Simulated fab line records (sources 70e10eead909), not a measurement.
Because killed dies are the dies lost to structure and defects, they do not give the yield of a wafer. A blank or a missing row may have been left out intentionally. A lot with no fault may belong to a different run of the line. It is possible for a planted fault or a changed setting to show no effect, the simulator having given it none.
Check for tools in common | flow nand_harc | Sample size 12 lots and 36 wafers

REASON IT WAS OPENED
At NHARC_A_ONON_D2_THK_MEAS_30 the reading thk_nm is flagged on 2 of 12 lots. Wafers without a fault read 1002 nm, standard deviation 8.5.
Rule: a lot gets a flag if all its wafers with a number sit over 4 standard deviations from that mean, or if no wafer of it has a number. The rest of the lots are taken to be sound.

lot  | measured     | on            | thk_nm (nm), wafer by wafer | flag
L833 | day 13 01:17 | film_metro-02 | 1004 1005 1004              |
L836 | day 14 01:58 | film_metro-01 | 995 993 994                 |
L837 | day 14 06:07 | film_metro-01 | 1010 1011 1013              |
L838 | day 14 23:16 | film_metro-01 | 990 990 989                 |
L841 | day 16 09:05 | film_metro-02 | 1012 1011 1011              |
L842 | day 17 00:44 | film_metro-01 | 1009 1009 1011              |
L847 | day 19 05:37 | film_metro-01 | 998 997 999                 |
L850 | day 20 06:23 | film_metro-02 | 1594 1593 1595              | FLAGGED
L852 | day 20 06:45 | film_metro-02 | 1608 1611 1609              | FLAGGED
L854 | day 22 04:44 | film_metro-01 | 1006 1007 1006              |
L856 | day 22 15:26 | film_metro-01 | 985 984 985                 |
L855 | day 22 15:26 | film_metro-02 | 1002 1001 1001              |
Average over the flagged lots: 1602 nm; offset from the usual +600 nm, equal to +71 standard deviations.

LOT BY LOT: THE TOOL USED
The record holds 1 process step before the reading, out of a route of 1302 steps. Cell contents, in order: the tool; ch with the chambers the sampled wafers went through; the start.
lot  | flag    | NHARC_A_ONON_D2_DEP_28
L833 |         | pecvd_onon-03 ch 0, day 13 00:49
L836 |         | pecvd_onon-01 ch 0, day 14 01:31
L837 |         | pecvd_onon-02 ch 0, day 14 05:37
L838 |         | pecvd_onon-03 ch 0, day 14 22:49
L841 |         | pecvd_onon-01 ch 0, day 16 08:34
L842 |         | pecvd_onon-03 ch 0, day 17 00:14
L847 |         | pecvd_onon-02 ch 0, day 19 05:07
L850 | FLAGGED | pecvd_onon-03 ch 0, day 20 05:53
L852 | FLAGGED | pecvd_onon-03 ch 0, day 20 06:18
L854 |         | pecvd_onon-01 ch 0, day 22 04:17
L856 |         | pecvd_onon-02 ch 0, day 22 15:02
L855 |         | pecvd_onon-01 ch 0, day 22 15:02
What these steps do:
- NHARC_A_ONON_D2_DEP_28: target thk 1000 nm.
- NHARC_A_ONON_D2_THK_MEAS_30: measures by ellipsometry.

FLAGGED AGAINST TOTAL, ONE TOOL AT A TIME (gauges that did the reading follow at the end)
step                        | tool          | lots run | flagged | share of the flagged lots | sound lots run after its first flagged lot
NHARC_A_ONON_D2_DEP_28      | pecvd_onon-01 | 4        | 0       | none                      | -
NHARC_A_ONON_D2_DEP_28      | pecvd_onon-02 | 3        | 0       | none                      | -
NHARC_A_ONON_D2_DEP_28      | pecvd_onon-03 | 5        | 2       | all                       | 0
NHARC_A_ONON_D2_THK_MEAS_30 | film_metro-01 | 7        | 0       | none                      | -
NHARC_A_ONON_D2_THK_MEAS_30 | film_metro-02 | 5        | 2       | all                       | 1 (L855)

WHAT THE TABLE PERMITS
2 rows of the table ran every flagged lot: pecvd_onon-03 at NHARC_A_ONON_D2_DEP_28, film_metro-02 at NHARC_A_ONON_D2_THK_MEAS_30.
- pecvd_onon-03 at NHARC_A_ONON_D2_DEP_28 ran 5 lots, 2 of them flagged. A fault beginning between L842 (day 17 00:14), its last sound lot, and L850 (day 20 05:53), its first flagged one, fits the data.
- film_metro-02 at NHARC_A_ONON_D2_THK_MEAS_30 ran 5 lots, 2 of them flagged. Lots that were sound ran on it after the first flagged one (L855); a persistent fault on the entire tool would not allow that.
Left over: one tool, pecvd_onon-03 at NHARC_A_ONON_D2_DEP_28.

WHAT THE SIMULATOR PUT IN
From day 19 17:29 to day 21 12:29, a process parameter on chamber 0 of pecvd_onon-03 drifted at NHARC_A_ONON_D2_DEP_28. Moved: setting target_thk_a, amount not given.
Lots struck among those shown: L850, L852. The rule above found the same.
